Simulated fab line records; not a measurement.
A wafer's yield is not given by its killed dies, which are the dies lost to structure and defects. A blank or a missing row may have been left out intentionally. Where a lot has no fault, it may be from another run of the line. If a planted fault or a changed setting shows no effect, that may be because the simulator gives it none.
What tool caused it? || flow nand-harc || Sampling: 14 lots, 42 wafers, 5 of 1159 route steps

## WHAT EACH GAUGE READ, for each wafer
NHARC_END_SORT_01. Usual: killed-at-array 27, standard deviation 12; killed-at-other 0.9, standard deviation 1.1; killed-at-periphery 3.2, standard deviation 2.4; killed-dies 31, standard deviation 12; killed-open 3.3, standard deviation 1.7; killed-short 2.0, standard deviation 1.6.
{"lot": "L128", "measured": "day 25 04:38", "on": "prober-02", "killed-at-array": "41 41 47", "killed-at-other": "0 1 3", "killed-at-periphery": "1 5 4", "killed-dies": "42 47 54", "killed-open": "1 5 5", "killed-short": "4 2 2", "flag": ""}

## EACH LOT AND THE TOOL THAT RAN IT (in order: tool; ch and the chambers of the sampled wafers; start)
{"lot": "L117", "NHARC_A_STAIRCASE_ALD_420": "ald-hk-01 ch 0,1,2, day 12 05:14", "NHARC_A_STAIRCASE_EXPOSE_438": "krf-scanner-04 ch 0, day 13 16:07", "NHARC_A_STAIRCASE_ETCH_444": "rie-diel-11 ch 1,2, day 13 16:55", "NHARC_A_STAIRCASE_CMP_450": "cmp-03 ch 0,2, day 13 20:09"}
{"lot": "L119", "NHARC_A_STAIRCASE_ALD_420": "ald-hk-02 ch 0,1, day 12 13:49", "NHARC_A_STAIRCASE_EXPOSE_438": "krf-scanner-04 ch 0, day 13 20:42", "NHARC_A_STAIRCASE_ETCH_444": "rie-diel-07 ch 0,2, day 13 21:19", "NHARC_A_STAIRCASE_CMP_450": "cmp-02 ch 0,1,2, day 14 00:23"}
{"lot": "L118", "NHARC_A_STAIRCASE_ALD_420": "ald-hk-04 ch 0,1,3, day 12 14:44", "NHARC_A_STAIRCASE_EXPOSE_438": "krf-scanner-01 ch 0, day 13 20:33", "NHARC_A_STAIRCASE_ETCH_444": "rie-diel-12 ch 0,2,3, day 13 21:14", "NHARC_A_STAIRCASE_CMP_450": "cmp-04 ch 2,3, day 14 00:04"}
{"lot": "L122", "NHARC_A_STAIRCASE_ALD_420": "ald-hk-02 ch 1,2,3, day 13 05:53", "NHARC_A_STAIRCASE_EXPOSE_438": "krf-scanner-03 ch 0, day 14 14:13", "NHARC_A_STAIRCASE_ETCH_444": "rie-diel-11 ch 0,2,3, day 14 15:02", "NHARC_A_STAIRCASE_CMP_450": "cmp-04 ch 0,1,2, day 14 17:51"}
{"lot": "L123", "NHARC_A_STAIRCASE_ALD_420": "ald-hk-04 ch 0,3, day 14 09:56", "NHARC_A_STAIRCASE_EXPOSE_438": "krf-scanner-04 ch 0, day 15 21:52", "NHARC_A_STAIRCASE_ETCH_444": "rie-diel-12 ch 0,1, day 15 22:20", "NHARC_A_STAIRCASE_CMP_450": "cmp-03 ch 0,1, day 16 01:44"}
{"lot": "L124", "NHARC_A_STAIRCASE_ALD_420": "ald-hk-02 ch 0,3, day 14 19:20", "NHARC_A_STAIRCASE_EXPOSE_438": "krf-scanner-03 ch 0, day 16 06:58", "NHARC_A_STAIRCASE_ETCH_444": "rie-diel-12 ch 0,2,3, day 16 08:20", "NHARC_A_STAIRCASE_CMP_450": "cmp-02 ch 2,3, day 16 10:41"}
{"lot": "L129", "NHARC_A_STAIRCASE_ALD_420": "ald-hk-02 ch 0,2,3, day 15 09:10", "NHARC_A_STAIRCASE_EXPOSE_438": "krf-scanner-03 ch 0, day 16 15:48", "NHARC_A_STAIRCASE_ETCH_444": "rie-diel-07 ch 1,2, day 17 00:53", "NHARC_A_STAIRCASE_CMP_450": "cmp-04 ch 0,1,2, day 17 04:26"}
{"lot": "L130", "NHARC_A_STAIRCASE_ALD_420": "ald-hk-02 ch 0,2, day 15 10:07", "NHARC_A_STAIRCASE_EXPOSE_438": "krf-scanner-04 ch 0, day 16 15:57", "NHARC_A_STAIRCASE_ETCH_444": "rie-diel-12 ch 2,3, day 16 16:39", "NHARC_A_STAIRCASE_CMP_450": "cmp-02 ch 0,1,3, day 16 19:28"}
{"lot": "L128", "NHARC_A_STAIRCASE_ALD_420": "ald-hk-04 ch 1,2,3, day 15 10:35", "NHARC_A_STAIRCASE_EXPOSE_438": "krf-scanner-03 ch 0, day 16 15:46", "NHARC_A_STAIRCASE_ETCH_444": "rie-diel-11 ch 0,1,3, day 16 16:16", "NHARC_A_STAIRCASE_CMP_450": "cmp-03 ch 1,2, day 16 19:19"}
{"lot": "L133", "NHARC_A_STAIRCASE_ALD_420": "ald-hk-02 ch 1,2,3, day 16 01:15", "NHARC_A_STAIRCASE_EXPOSE_438": "krf-scanner-03 ch 0, day 17 13:24", "NHARC_A_STAIRCASE_ETCH_444": "rie-diel-11 ch 0,1, day 17 13:52", "NHARC_A_STAIRCASE_CMP_450": "cmp-03 ch 2,3, day 17 16:56"}
{"lot": "L135", "NHARC_A_STAIRCASE_ALD_420": "ald-hk-02 ch 0,1, day 17 04:47", "NHARC_A_STAIRCASE_EXPOSE_438": "krf-scanner-03 ch 0, day 18 18:53", "NHARC_A_STAIRCASE_ETCH_444": "rie-diel-11 ch 1,3, day 18 19:38", "NHARC_A_STAIRCASE_CMP_450": "cmp-03 ch 1,2, day 18 22:28"}
{"lot": "L138", "NHARC_A_STAIRCASE_ALD_420": "ald-hk-04 ch 1,2,3, day 17 04:47", "NHARC_A_STAIRCASE_EXPOSE_438": "krf-scanner-01 ch 0, day 18 19:02", "NHARC_A_STAIRCASE_ETCH_444": "rie-diel-12 ch 0,2,3, day 18 19:31", "NHARC_A_STAIRCASE_CMP_450": "cmp-02 ch 0,1,2, day 18 22:45"}
{"lot": "L136", "NHARC_A_STAIRCASE_ALD_420": "ald-hk-02 ch 0,1,2, day 17 09:47", "NHARC_A_STAIRCASE_EXPOSE_438": "krf-scanner-01 ch 0, day 19 05:41", "NHARC_A_STAIRCASE_ETCH_444": "rie-diel-12 ch 1,2, day 19 06:08", "NHARC_A_STAIRCASE_CMP_450": "cmp-02 ch 2,3, day 19 09:16"}
{"lot": "L139", "NHARC_A_STAIRCASE_ALD_420": "ald-hk-01 ch 1,2,3, day 17 17:16", "NHARC_A_STAIRCASE_EXPOSE_438": "krf-scanner-01 ch 0, day 19 13:58", "NHARC_A_STAIRCASE_ETCH_444": "rie-diel-12 ch 0,1, day 19 14:40", "NHARC_A_STAIRCASE_CMP_450": "cmp-03 ch 0,2,3, day 19 17:31"}
- NHARC_A_STAIRCASE_ALD_420: deposits SiO2, target thk 20 nm, pulse time 6 s, ald cycles 200.
- NHARC_A_STAIRCASE_EXPOSE_438: exposes mask STAIR REV.
- NHARC_A_STAIRCASE_ETCH_444: etches the open film in C4F8/O2, target depth 10200 nm, time 3400 s.
- NHARC_A_STAIRCASE_CMP_450: polishes SiO2, target thk 200 nm.

## WHAT THE TOOLS THEMSELVES READ (means of the sampled wafers that have a number; where no wafer has one, the mark that the record gives instead)
NHARC_A_STAIRCASE_ALD_420. Usual: heater-power-w 478 W, standard deviation 50; precursor-pulse-height-rel 1.000, standard deviation 0.019.
{"lot": "L117", "tool": "ald-hk-01", "heater-power-w (W)": 454, "precursor-pulse-height-rel": 1.005, "flag": ""}
{"lot": "L119", "tool": "ald-hk-02", "heater-power-w (W)": 500, "precursor-pulse-height-rel": 0.995, "flag": ""}
{"lot": "L118", "tool": "ald-hk-04", "heater-power-w (W)": 463, "precursor-pulse-height-rel": 1.008, "flag": ""}
{"lot": "L122", "tool": "ald-hk-02", "heater-power-w (W)": 457, "precursor-pulse-height-rel": 0.996, "flag": ""}
{"lot": "L123", "tool": "ald-hk-04", "heater-power-w (W)": 426, "precursor-pulse-height-rel": 1.019, "flag": ""}
{"lot": "L124", "tool": "ald-hk-02", "heater-power-w (W)": 427, "precursor-pulse-height-rel": 0.997, "flag": ""}
{"lot": "L129", "tool": "ald-hk-02", "heater-power-w (W)": 465, "precursor-pulse-height-rel": 1.009, "flag": ""}
{"lot": "L130", "tool": "ald-hk-02", "heater-power-w (W)": 487, "precursor-pulse-height-rel": 1.016, "flag": ""}
{"lot": "L128", "tool": "ald-hk-04", "heater-power-w (W)": 524, "precursor-pulse-height-rel": 1.001, "flag": ""}
{"lot": "L133", "tool": "ald-hk-02", "heater-power-w (W)": 462, "precursor-pulse-height-rel": 1.003, "flag": ""}
{"lot": "L135", "tool": "ald-hk-02", "heater-power-w (W)": 510, "precursor-pulse-height-rel": 0.986, "flag": ""}
{"lot": "L138", "tool": "ald-hk-04", "heater-power-w (W)": 508, "precursor-pulse-height-rel": 0.990, "flag": ""}
{"lot": "L136", "tool": "ald-hk-02", "heater-power-w (W)": 495, "precursor-pulse-height-rel": 0.998, "flag": ""}
{"lot": "L139", "tool": "ald-hk-01", "heater-power-w (W)": 477, "precursor-pulse-height-rel": 0.993, "flag": ""}

NHARC_A_STAIRCASE_EXPOSE_438. Usual: 28.969 for exposure-dose-mJ-cm2, sd 0.029.
{"lot": "L117", "tool": "krf-scanner-04", "exposure-dose-mJ-cm2": 28.925, "flag": ""}
{"lot": "L119", "tool": "krf-scanner-04", "exposure-dose-mJ-cm2": 29.002, "flag": ""}
{"lot": "L118", "tool": "krf-scanner-01", "exposure-dose-mJ-cm2": 28.959, "flag": ""}
{"lot": "L122", "tool": "krf-scanner-03", "exposure-dose-mJ-cm2": 29.008, "flag": ""}
{"lot": "L123", "tool": "krf-scanner-04", "exposure-dose-mJ-cm2": 28.961, "flag": ""}
{"lot": "L124", "tool": "krf-scanner-03", "exposure-dose-mJ-cm2": 28.969, "flag": ""}
{"lot": "L129", "tool": "krf-scanner-03", "exposure-dose-mJ-cm2": 42.662, "flag": "OFF"}
{"lot": "L130", "tool": "krf-scanner-04", "exposure-dose-mJ-cm2": 28.956, "flag": ""}
{"lot": "L128", "tool": "krf-scanner-03", "exposure-dose-mJ-cm2": 42.678, "flag": "OFF"}
{"lot": "L133", "tool": "krf-scanner-03", "exposure-dose-mJ-cm2": 42.646, "flag": "OFF"}
{"lot": "L135", "tool": "krf-scanner-03", "exposure-dose-mJ-cm2": 42.666, "flag": "OFF"}
{"lot": "L138", "tool": "krf-scanner-01", "exposure-dose-mJ-cm2": 28.979, "flag": ""}
{"lot": "L136", "tool": "krf-scanner-01", "exposure-dose-mJ-cm2": 28.957, "flag": ""}
{"lot": "L139", "tool": "krf-scanner-01", "exposure-dose-mJ-cm2": 28.952, "flag": ""}

NHARC_A_STAIRCASE_ETCH_444. Usual: oes-product-au 0.939 a.u., standard deviation 0.018; rf-vpp-V 808 V, standard deviation 4.1.
{"lot": "L117", "tool": "rie-diel-11", "oes-product-au (a.u.)": 0.937, "rf-vpp-V (V)": 808, "flag": ""}
{"lot": "L119", "tool": "rie-diel-07", "oes-product-au (a.u.)": 0.924, "rf-vpp-V (V)": 807, "flag": ""}
{"lot": "L118", "tool": "rie-diel-12", "oes-product-au (a.u.)": 0.925, "rf-vpp-V (V)": 809, "flag": ""}
{"lot": "L122", "tool": "rie-diel-11", "oes-product-au (a.u.)": 0.932, "rf-vpp-V (V)": 805, "flag": ""}
{"lot": "L123", "tool": "rie-diel-12", "oes-product-au (a.u.)": 0.938, "rf-vpp-V (V)": 807, "flag": ""}
{"lot": "L124", "tool": "rie-diel-12", "oes-product-au (a.u.)": 0.926, "rf-vpp-V (V)": 809, "flag": ""}
{"lot": "L129", "tool": "rie-diel-07", "oes-product-au (a.u.)": 0.937, "rf-vpp-V (V)": 809, "flag": ""}
{"lot": "L130", "tool": "rie-diel-12", "oes-product-au (a.u.)": 0.927, "rf-vpp-V (V)": 812, "flag": ""}
{"lot": "L128", "tool": "rie-diel-11", "oes-product-au (a.u.)": 0.948, "rf-vpp-V (V)": 811, "flag": ""}
{"lot": "L133", "tool": "rie-diel-11", "oes-product-au (a.u.)": 0.980, "rf-vpp-V (V)": 808, "flag": ""}
{"lot": "L135", "tool": "rie-diel-11", "oes-product-au (a.u.)": 0.929, "rf-vpp-V (V)": 811, "flag": ""}
{"lot": "L138", "tool": "rie-diel-12", "oes-product-au (a.u.)": 0.951, "rf-vpp-V (V)": 809, "flag": ""}
{"lot": "L136", "tool": "rie-diel-12", "oes-product-au (a.u.)": 0.936, "rf-vpp-V (V)": 811, "flag": ""}
{"lot": "L139", "tool": "rie-diel-12", "oes-product-au (a.u.)": 0.945, "rf-vpp-V (V)": 808, "flag": ""}

NHARC_A_STAIRCASE_CMP_450. Usual: 11.8 A for motor-current-A, sd 1.
{"lot": "L117", "tool": "cmp-03", "motor-current-A (A)": 13.1, "flag": ""}
{"lot": "L119", "tool": "cmp-02", "motor-current-A (A)": 11.1, "flag": ""}
{"lot": "L118", "tool": "cmp-04", "motor-current-A (A)": 11.5, "flag": ""}
{"lot": "L122", "tool": "cmp-04", "motor-current-A (A)": 12.5, "flag": ""}
{"lot": "L123", "tool": "cmp-03", "motor-current-A (A)": 11.5, "flag": ""}
{"lot": "L124", "tool": "cmp-02", "motor-current-A (A)": 11.0, "flag": ""}
{"lot": "L129", "tool": "cmp-04", "motor-current-A (A)": 12.9, "flag": ""}
{"lot": "L130", "tool": "cmp-02", "motor-current-A (A)": 11.3, "flag": ""}
{"lot": "L128", "tool": "cmp-03", "motor-current-A (A)": 12.7, "flag": ""}
{"lot": "L133", "tool": "cmp-03", "motor-current-A (A)": 13.0, "flag": ""}
{"lot": "L135", "tool": "cmp-03", "motor-current-A (A)": 12.2, "flag": ""}
{"lot": "L138", "tool": "cmp-02", "motor-current-A (A)": 11.8, "flag": ""}
{"lot": "L136", "tool": "cmp-02", "motor-current-A (A)": 10.7, "flag": ""}
{"lot": "L139", "tool": "cmp-03", "motor-current-A (A)": 12.3, "flag": ""}

## THE ANSWER, worked out from the rows above alone
Rule: take the mean of a lot's wafers that have a number; if it is more than 3 standard deviations from the usual mean, the lot is off. Also off: a lot with no number at a reading for which 4 or more lots have one. The other lots that the step has rows for count as sound. Order of review: gauges by route order, followed by the tools' own readings, for which a lot's mean as printed above is used. At the first step where some lot is off, the reading lying furthest off is the one used; lots without a number count as furthest.
Off: L129, L128, L133, L135, at NHARC_A_STAIRCASE_EXPOSE_438 (exposure-dose-mJ-cm2).
A tool fits if, at that step or a process step before it, it ran every lot that is off, and no sound lot after the first of them. One fits: krf-scanner-03 at NHARC_A_STAIRCASE_EXPOSE_438. Its last sound lot is L124 (day 16 06:58), its first lot that is off L128 (day 16 15:46): a fault that began between those two fits.
On the lots that are off, the tool's own readings at NHARC_A_STAIRCASE_EXPOSE_438 differ by more than 5 times the standard deviation of the sound lots' means, which bears it out; exposure-dose-mJ-cm2 reads 42.663 there versus 28.967 on the sound lots.

## WHAT THE SIMULATOR HAD INSERTED
Process parameters drifting: krf-scanner-03 at NHARC_A_STAIRCASE_EXPOSE_438, beginning at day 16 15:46. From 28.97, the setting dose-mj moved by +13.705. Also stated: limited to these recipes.
Struck lots among those shown: L128, L129, L133, L135. This agrees with what the rule above found.
